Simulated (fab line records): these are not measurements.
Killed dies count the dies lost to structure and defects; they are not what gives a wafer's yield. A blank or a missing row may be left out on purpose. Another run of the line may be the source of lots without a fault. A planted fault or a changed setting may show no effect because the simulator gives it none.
Struck lot and sound lot, side by side / flow n5-finfet / 37 steps out of a route of 1938
Sound: these wafers, L545.1, L545.2, L545.3. Wafers L539.2, L539.3, L539.4 were the ones struck. Last of all comes the cause.
Per side, at each step with rows, come the tool, then ch with its chambers, and then its first start. Under that, the readings that differ: sound wafers / struck wafers / difference of the means / sigmas: that difference in standard deviations of wafers without a fault.
alike: same words and numbers on both sides, and readings whose means sit less than 2 such deviations apart. not compared: any withheld reading, any reading some wafer has no value for, any bound like >300 that may hide the same value, and any number with overlapping values for which the record gives no deviation.
The two part at a step that has a row with sigmas, a row that says differs or no value, or rows on one side only. Numbers that have no deviation but don't overlap get no sigmas and don't part them. Lack of a reading on every wafer of one side parts them only where that side has two or more wafers.

first, 8 steps without rows for these wafers: N5_BEOL_M5_ANNEAL_51 (time 90 s); N5_BEOL_M5_CMP_52 (polishes, stops on SiCOH lowk, t overpolish 6.9 s, target thk 62 nm); N5_BEOL_M5_PRE_CLEAN_77 (time 15 s); N5_BEOL_M5_CO_CAP_78 (material Co, precursor CCTBA/H2, target thk 2 nm, time 102.1 s); N5_BEOL_M5_PRE_CLEAN_55 (time 15 s); N5_BEOL_M5_DEP_56 (deposits SiCN from 3MS/NH3, target thk 8 nm, time 14 s); N5_BEOL_M6_ILD_DEP_00 (deposits SiCOH lowk from DEMS/porogen, target thk 179.75 nm, time 33.4 s); N5_BEOL_M6_CURE_74 (cures SiCOH lowk, time 240 s).
N5_BEOL_M6_PECVD_70: deposits SiO2 from TEOS/O2, target thk 20 nm, time 22.7 s.
  sound on pecvd-03 ch 0,1,2, day 14 04:10; struck on pecvd-02 ch 0,2, day 12 18:26
reading=model.SiO2_of_BEOL_M6_PECVD_70.thk-nm (nm); sound=20.2 20 19.8; struck=13.8 13.8 13.8; difference=-6.2; sigmas=
  alike: heater-power-w, showerhead-plenum-p-Torr, throttle-valve-pct
then, 25 steps without rows for these wafers: N5_BEOL_M6_HM_DEP_02 (deposits TiN, target thk 20 nm); N5_BEOL_M6_COAT_59 (time 60 s, resist thk 100 nm); N5_BEOL_M6_COAT_60 (time 60 s, resist thk 35 nm); N5_BEOL_M6_COAT_05 (resist thk 90 nm); N5_BEOL_M6_EBR_07; N5_BEOL_M6_SOFTBAKE_06 (time 60 s); N5_BEOL_M6_EXPOSE_08 (exposes mask M6); N5_BEOL_M6_PEB_09 (peb time 60 s); N5_BEOL_M6_DEVELOP_10 (develop time 30 s); N5_BEOL_M6_DESCUM_16 (chemistry O2, time 7.9 s); N5_BEOL_M6_ETCH_61 (etches SiARC in CF4, target depth 45.5 nm, time 75.8 s); N5_BEOL_M6_ETCH_62 (etches SOC in N2/H2, target depth 110 nm, overetch 22 nm, time 165 s); N5_BEOL_M6_STRIP_68 (strips in N2/H2); N5_BEOL_M6_STRIP_67 (strips in CF4); N5_BEOL_M6_HM_OPEN_17 (chemistry Cl2/BCl3, target TiN, target depth 20 nm, overetch 6 nm); N5_BEOL_M6_STRIP_19 (strips in O2); N5_BEOL_M6_COAT_63 (time 60 s, resist thk 60 nm); N5_BEOL_M6_COAT_64 (time 60 s, resist thk 12 nm); N5_BEOL_M6_COAT_71 (time 60 s, resist thk 5 nm); N5_BEOL_M6_COAT_22 (resist thk 30 nm); N5_BEOL_M6_EBR_24; N5_BEOL_M6_SOFTBAKE_23 (time 60 s); N5_BEOL_M6_EXPOSE_25 (exposes mask V5, target cd 40 nm); N5_BEOL_M6_PEB_26 (peb time 60 s); N5_BEOL_M6_DEVELOP_27 (develop time 30 s).
N5_BEOL_M6_HM_STRIP_39: strips TiN in peroxide tin strip, target depth 25 nm, time 158 s.
  sound on wet-bench-05 ch 1,2,7, day 14 07:24; struck on wet-bench-03 ch 1,6,7, day 12 21:02
reading=model.SiO2_of_BEOL_M6_PECVD_70.thk-nm (nm); sound=20 19.8 19.6; struck=13.6 13.6 13.8; difference=-6.1; sigmas=
N5_BEOL_M6_CMP_52: polishes, stops on SiCOH lowk, t overpolish 6.9 s, target thk 80 nm.
  sound on cmp-01 ch 0,2,3, day 14 10:12; struck on cmp-04 ch 0,1,3, day 13 00:44
reading=barrier-field-endpoint-s (s); sound=29.2 29.1 30.0; struck=20.8 20.0 20.5; difference=-9.0; sigmas=-11
  alike: clearing-platen-rpm, motor-current-A
then, 1 step without rows for these wafers: N5_PASSIVATION_PROBE_49.

WHERE THEY PART
Only at N5_BEOL_M6_CMP_52, as far as this record shows.

WHY: the cause the simulator had injected
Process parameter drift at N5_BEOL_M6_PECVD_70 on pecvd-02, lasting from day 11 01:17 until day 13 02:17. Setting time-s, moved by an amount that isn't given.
